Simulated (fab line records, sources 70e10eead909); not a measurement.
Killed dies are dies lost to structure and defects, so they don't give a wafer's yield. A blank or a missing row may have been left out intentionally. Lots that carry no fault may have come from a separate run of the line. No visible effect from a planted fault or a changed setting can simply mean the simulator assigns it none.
Which tool did it? -- flow nand-harc -- 11 lots with 33 wafers sampled at 5 steps, on a route of 1302 steps

WHAT EACH GAUGE READ, for each wafer
NHARC_A_BONDPAD_CD_MEAS_09: the cd target is 500 nm.
lot,measured,on,cd-nm (nm)
L074,day 23 14:19,cd-sem-03,502.9 500.3 504.4
L076,day 23 20:46,cd-sem-02,502.9 500.5 503.2
L078,day 25 04:27,cd-sem-01,498.2 500.5 499.5
L082,day 26 06:50,cd-sem-02,501.0 503.9 499.7
L084,day 27 11:17,cd-sem-02,503.1 498.9 500.5
L085,day 27 21:07,cd-sem-02,506.3 501.3 503.7
L088,day 28 12:31,cd-sem-03,503.5 499.7 502.6
L090,day 29 21:53,cd-sem-01,502.0 500.8 500.9
L092,day 31 04:43,cd-sem-03,505.5 503.4 505.7
L094,day 31 11:24,cd-sem-03,497.7 499.0 501.2
L097,day 31 23:02,cd-sem-03,502.5 501.6 496.9

WHICH TOOL RAN EACH LOT (tool, then ch and the chambers of the sampled wafers, then the start)
lot,NHARC_A_CONTACT_ETCH_98,NHARC_A_CONTACT_CMP_20,NHARC_A_BLC_STRIP_21,NHARC_A_M0_DEP_32
L074,"rie-diel-09 ch 0,2,3, day 23 00:07 or earlier","cmp-03 ch 0,2,3, day 23 00:07","rie-diel-07 ch 1,3, day 23 02:20","pecvd-02 ch 1,2, day 23 08:04"
L076,"rie-diel-02 ch 1,2,3, day 23 07:05 or earlier","cmp-01 ch 2,3, day 23 07:05","rie-diel-07 ch 0,2,3, day 23 09:25","pecvd-01 ch 0,1, day 23 14:56"
L078,"rie-diel-02 ch 0,3, day 24 14:47 or earlier","cmp-02 ch 0,1, day 24 14:47","rie-diel-03 ch 0,1,3, day 24 17:02","pecvd-02 ch 0,1, day 24 22:38"
L082,"rie-diel-02 ch 1,2,3, day 25 16:34 or earlier","cmp-03 ch 2,3, day 25 16:34","rie-diel-03 ch 0,3, day 25 18:47","pecvd-01 ch 0,2, day 26 01:02"
L084,"rie-diel-02 ch 0,2,3, day 26 21:43 or earlier","cmp-02 ch 0,2,3, day 26 21:43","rie-diel-06 ch 0,1,3, day 26 23:59","pecvd-01 ch 0,1,2, day 27 05:31"
L085,"rie-diel-02 ch 1,2,3, day 27 07:13 or earlier","cmp-01 ch 0,2,3, day 27 07:13","rie-diel-03 ch 0,1,2, day 27 09:28","pecvd-02 ch 0,2, day 27 15:02"
L088,"rie-diel-13 ch 1,2, day 27 23:13 or earlier","cmp-02 ch 0,1,2, day 27 23:13","rie-diel-03 ch 0,1,3, day 28 01:18","pecvd-03 ch 0,2, day 28 06:46"
L090,"rie-diel-02 ch 1,2, day 29 08:35 or earlier","cmp-01 ch 1,2, day 29 08:35","rie-diel-07 ch 1,2, day 29 10:40","pecvd-02 ch 0,1, day 29 16:19"
L092,"rie-diel-02 ch 0,1,3, day 30 14:55 or earlier","cmp-01 ch 0,1, day 30 14:55","rie-diel-06 ch 0,1,2, day 30 17:11","pecvd-03 ch 0,1,2, day 30 22:56"
L094,"rie-diel-02 ch 2,3, day 30 21:28 or earlier","cmp-02 ch 0,3, day 30 21:28","rie-diel-07 ch 1,2, day 30 23:43","pecvd-02 ch 0,1,2, day 31 05:14"
L097,"rie-diel-02 ch 1,2,3, day 31 08:40 or earlier","cmp-03 ch 0,1,2, day 31 08:40","rie-diel-03 ch 0,1,3, day 31 11:14","pecvd-02 ch 0,1,2, day 31 16:51"
- NHARC_A_CONTACT_ETCH_98: etches the open film in C4F6/O2, target depth 20 nm, time 10 s.
- NHARC_A_CONTACT_CMP_20: polishes, t overpolish 30 s, target thk 300 nm.
- NHARC_A_BLC_STRIP_21: strips in O2.
- NHARC_A_M0_DEP_32: deposits SiCN, target thk 30 nm.

THE ANSWER, worked out from the rows above alone
Rule: the usual values come from the lots themselves. The widest of any qualifying gaps counts: lots, ordered by their means at a reading, are off when they make up no more than a third of the lots, leave a main group of 4 or more, and stand apart from it by 3 or more times the standard deviation of that group's means. Not used: any main group whose means are identical at the precision the tables above print for the reading. Also off: a lot with no number at a reading for which 4 or more lots have one. All remaining lots with rows at the step are treated as sound.
None of the lots is off at any reading shown; this tells nothing.

WHAT THE SIMULATOR HAD INSERTED
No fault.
